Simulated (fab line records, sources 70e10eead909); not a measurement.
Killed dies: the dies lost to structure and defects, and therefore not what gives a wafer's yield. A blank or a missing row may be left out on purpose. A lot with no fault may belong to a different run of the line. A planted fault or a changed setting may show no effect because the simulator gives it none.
Chamber matching / flow nandHarc / NHARC_A_CHANNEL_FILL_D1_ALD_25 on aldHk-04: 4 sister chambers
The step deposits SiOx, target thk 60 nm, pulse time 10 s, ald cycles 600. 4 wafers are shown with their chamber, then 6 later ones without.

## WAFERS WITH THEIR CHAMBER
wafer=L581.4; chamber=2; heaterPowerW (W)=499
wafer=L583.2; chamber=3; heaterPowerW (W)=530
wafer=L583.4; chamber=1; heaterPowerW (W)=389
wafer=L583.5; chamber=0; heaterPowerW (W)=507

## WAFERS WITHOUT THEIR CHAMBER
wafer=L586.4; heaterPowerW (W)=522
wafer=L586.3; heaterPowerW (W)=372
wafer=L586.1; heaterPowerW (W)=516
wafer=L591.2; heaterPowerW (W)=508
wafer=L591.4; heaterPowerW (W)=520
wafer=L591.6; heaterPowerW (W)=491

## WHICH CHAMBER EACH WENT THROUGH
wafer=L586.4; from the rows above=can't be placed: 3 or 0 or 2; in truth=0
wafer=L586.3; from the rows above=1; in truth=1
wafer=L586.1; from the rows above=can't be placed: 0 or 3 or 2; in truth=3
wafer=L591.2; from the rows above=can't be placed: 0 or 2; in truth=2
wafer=L591.4; from the rows above=can't be placed: 3 or 0 or 2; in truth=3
wafer=L591.6; from the rows above=can't be placed: 2 or 0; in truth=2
1 of 6 placed correctly. Not placeable from these rows: 5 (in 5, the candidates include the true chamber). 0 placed wrongly.
How it was worked out, from the rows above alone: a wafer's distance from a chamber is the root of the sum, over the readings, of the square of ((its reading less the chamber's mean) divided by the reading's scatter). If the next closest chamber is less than 2 further off than the closest, the wafer can't be placed; otherwise it belongs to the closest. Each chamber's mean is taken over the wafers shown for it. The scatter (one wafer shown for each chamber): square how far every hidden wafer sits from the nearest shown wafer, average those squares and take the square root.
